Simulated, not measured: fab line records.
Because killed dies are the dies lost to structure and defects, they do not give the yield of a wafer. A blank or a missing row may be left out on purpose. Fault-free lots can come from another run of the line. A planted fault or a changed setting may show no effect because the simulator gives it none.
Chamber matching :: flow nandHarc :: NHARC_P_ZERO_WELL_DESCUM_39 on rieDiel-06 has 4 sister chambers
The step chemistry O2, time 3 s. 14 wafers are shown with their chamber, then 7 later ones without.

## WAFERS WITH THEIR CHAMBER
wafer: L635.2
chamber: 0
drypumpMotorCurrentA (A): 6.4
oesProductAu (a.u.): 0.983
throttleValvePct (%): 11.328

wafer: L635.3
chamber: 2
drypumpMotorCurrentA (A): 5.7
oesProductAu (a.u.): 1.009
throttleValvePct (%): 11.316

wafer: L635.4
chamber: 1
drypumpMotorCurrentA (A): 4.8
oesProductAu (a.u.): 0.996
throttleValvePct (%): 11.293

wafer: L637.2
chamber: 3
drypumpMotorCurrentA (A): 6.8
oesProductAu (a.u.): 1.003
throttleValvePct (%): 11.305

wafer: L637.3
chamber: 2
drypumpMotorCurrentA (A): 5.7
oesProductAu (a.u.): 1.000
throttleValvePct (%): 11.300

wafer: L637.5
chamber: 2
drypumpMotorCurrentA (A): 5.7
oesProductAu (a.u.): 0.995
throttleValvePct (%): 11.308

wafer: L638.2
chamber: 2
drypumpMotorCurrentA (A): 5.7
oesProductAu (a.u.): 1.006
throttleValvePct (%): 11.324

wafer: L638.4
chamber: 1
drypumpMotorCurrentA (A): 4.8
oesProductAu (a.u.): 1.002
throttleValvePct (%): 11.305

wafer: L638.6
chamber: 1
drypumpMotorCurrentA (A): 4.8
oesProductAu (a.u.): 1.003
throttleValvePct (%): 11.313

wafer: L642.1
chamber: 3
drypumpMotorCurrentA (A): 6.7
oesProductAu (a.u.): 1.006
throttleValvePct (%): 11.312

wafer: L642.3
chamber: 1
drypumpMotorCurrentA (A): 4.8
oesProductAu (a.u.): 1.011
throttleValvePct (%): 11.307

wafer: L642.5
chamber: 1
drypumpMotorCurrentA (A): 4.8
oesProductAu (a.u.): 1.003
throttleValvePct (%): 11.316

wafer: L645.1
chamber: 1
drypumpMotorCurrentA (A): 4.8
oesProductAu (a.u.): 1.010
throttleValvePct (%): 11.320

wafer: L645.2
chamber: 2
drypumpMotorCurrentA (A): 5.7
oesProductAu (a.u.): 1.008
throttleValvePct (%): 11.303

SIGNATURES (averages over the wafers above)
reading: drypumpMotorCurrentA
chamber 0: 6.400
chamber 1: 4.800
chamber 2: 5.700
chamber 3: 6.750
scatter within a chamber: 0.0224

reading: oesProductAu
chamber 0: 0.98300
chamber 1: 1.00417
chamber 2: 1.00360
chamber 3: 1.00450
scatter within a chamber: 0.00548

reading: throttleValvePct
chamber 0: 11.32800
chamber 1: 11.30900
chamber 2: 11.31020
chamber 3: 11.30850
scatter within a chamber: 0.00933
Rule: for each reading, subtract the chamber's mean from the wafer's reading, divide by that reading's scatter and square the result; add these up over the readings and take the root, which gives the wafer's distance from the chamber. The wafer belongs to the nearest chamber; if the next one is less than 2 further off, it can't be placed. The scatter is the square root of a quotient: the sum, over the shown wafers, of each reading's squared deviation from its chamber's mean, divided by wafers minus chambers.

## WAFERS WITH NO CHAMBER GIVEN
wafer: L645.3
drypumpMotorCurrentA (A): 6.4
oesProductAu (a.u.): 0.998
throttleValvePct (%): 11.302

wafer: L647.1
drypumpMotorCurrentA (A): 6.8
oesProductAu (a.u.): 0.989
throttleValvePct (%): 11.331

wafer: L647.2
drypumpMotorCurrentA (A): 5.8
oesProductAu (a.u.): 0.997
throttleValvePct (%): 11.292

wafer: L647.6
drypumpMotorCurrentA (A): 6.8
oesProductAu (a.u.): 0.986
throttleValvePct (%): 11.304

wafer: L651.3
drypumpMotorCurrentA (A): 6.4
oesProductAu (a.u.): 0.984
throttleValvePct (%): 11.307

wafer: L651.4
drypumpMotorCurrentA (A): 4.8
oesProductAu (a.u.): 1.008
throttleValvePct (%): 11.292

wafer: L651.6
drypumpMotorCurrentA (A): 6.4
oesProductAu (a.u.): 0.994
throttleValvePct (%): 11.302

## WHICH CHAMBER EACH ONE RAN IN
wafer: L645.3
from the rows above: 0
in truth: 0

wafer: L647.1
from the rows above: 3
in truth: 3

wafer: L647.2
from the rows above: 2
in truth: 2

wafer: L647.6
from the rows above: 3
in truth: 3

wafer: L651.3
from the rows above: 0
in truth: 0

wafer: L651.4
from the rows above: 1
in truth: 1

wafer: L651.6
from the rows above: 0
in truth: 0
Placed correctly: 7 of 7. Can't be placed from these rows: 0. 0 placed wrongly.
